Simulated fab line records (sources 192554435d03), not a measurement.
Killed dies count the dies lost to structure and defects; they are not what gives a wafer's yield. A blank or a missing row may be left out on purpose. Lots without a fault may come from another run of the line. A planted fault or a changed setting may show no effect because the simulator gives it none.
Which tool did it? | flow n5 finfet | 72 wafers sampled from 24 lots at 1 step of a route of 1938

WHAT THE GAUGES SHOWED, per wafer
N5_BEOL_M1_OVL_MEAS_12.
lot  | measured     | on         | M1_OVL (nm)
L074 | day 6 10:34  | overlay-01 | -0.7 0.0 0.1
L075 | day 6 16:23  | overlay-02 | -0.2 -1.1 0.2
L076 | day 6 16:43  | overlay-02 | -0.9 -0.2 0.1
L078 | day 7 04:46  | overlay-01 | -0.4 0.1 0.3
L077 | day 7 13:35  | overlay-02 | 0.2 0.2 1.0
L079 | day 7 14:20  | overlay-01 | 0.0 -0.2 -1.1
L080 | day 7 19:02  | overlay-02 | -0.8 -0.6 -0.3
L081 | day 7 22:47  | overlay-01 | 0.1 -0.2 -1.1
L082 | day 8 04:25  | overlay-01 | 0.1 -0.4 -0.3
L083 | day 8 08:44  | overlay-01 | 0.8 0.2 -0.8
L084 | day 8 19:17  | overlay-02 | -0.7 0.1 -1.3
L085 | day 9 01:00  | overlay-01 | 0.2 0.4 0.6
L087 | day 9 03:36  | overlay-02 | 0.8 -0.1 1.1
L086 | day 9 10:41  | overlay-02 | -1.4 -1.9 -1.5
L088 | day 9 16:22  | overlay-01 | -0.2 -1.3 -0.8
L089 | day 9 19:56  | overlay-02 | -1.8 -1.9 -0.9
L090 | day 10 04:11 | overlay-01 | -0.7 -0.2 -1.3
L091 | day 10 07:14 | overlay-02 | 0.2 0.2 0.0
L092 | day 10 15:10 | overlay-01 | -0.7 -1.2 -0.3
L093 | day 10 18:41 | overlay-01 | -0.8 -0.1 -0.4
L095 | day 11 08:10 | overlay-02 | -0.4 0.2 -0.2
L094 | day 11 10:55 | overlay-02 | -1.7 -0.7 -1.8
L096 | day 11 16:48 | overlay-02 | 0.2 0.6 0.4
L097 | day 12 00:48 | overlay-02 | -0.3 -0.2 0.4

TOOL THAT RAN EACH LOT (tool first, then ch and the chambers of the sampled wafers, then the start)
Before these readings, the record contains no process step.

AS READ BY THE TOOLS THEMSELVES (means over the sampled wafers that have a number; for cases with no such wafer, the mark the record gives instead)
The record holds no such reading with a usual standard deviation.

THE ANSWER, worked out from the rows above alone
Rule: the lots themselves supply what counts as usual. The widest of any qualifying gaps counts: lots, ordered by their means at a reading, are off when they make up no more than a third of the lots, leave a main group of 4 or more, and stand apart from it by 3 or more times the standard deviation of that group's means. A main group whose means are all the same, to the digits that the tables above print for the reading, isn't used. Also off: a lot with no number at a reading for which 4 or more lots have one. Any other lot the step has rows for is counted as sound. Order of review: gauges by route order, followed by the tools' own readings, for which a lot's mean as printed above is used. At the first step where some lot is off, the reading lying furthest off is the one used; lots without a number count as furthest.
No lot is off on any of the readings shown, so nothing can be concluded from this.

WHAT WAS PUT IN BY THE SIMULATOR
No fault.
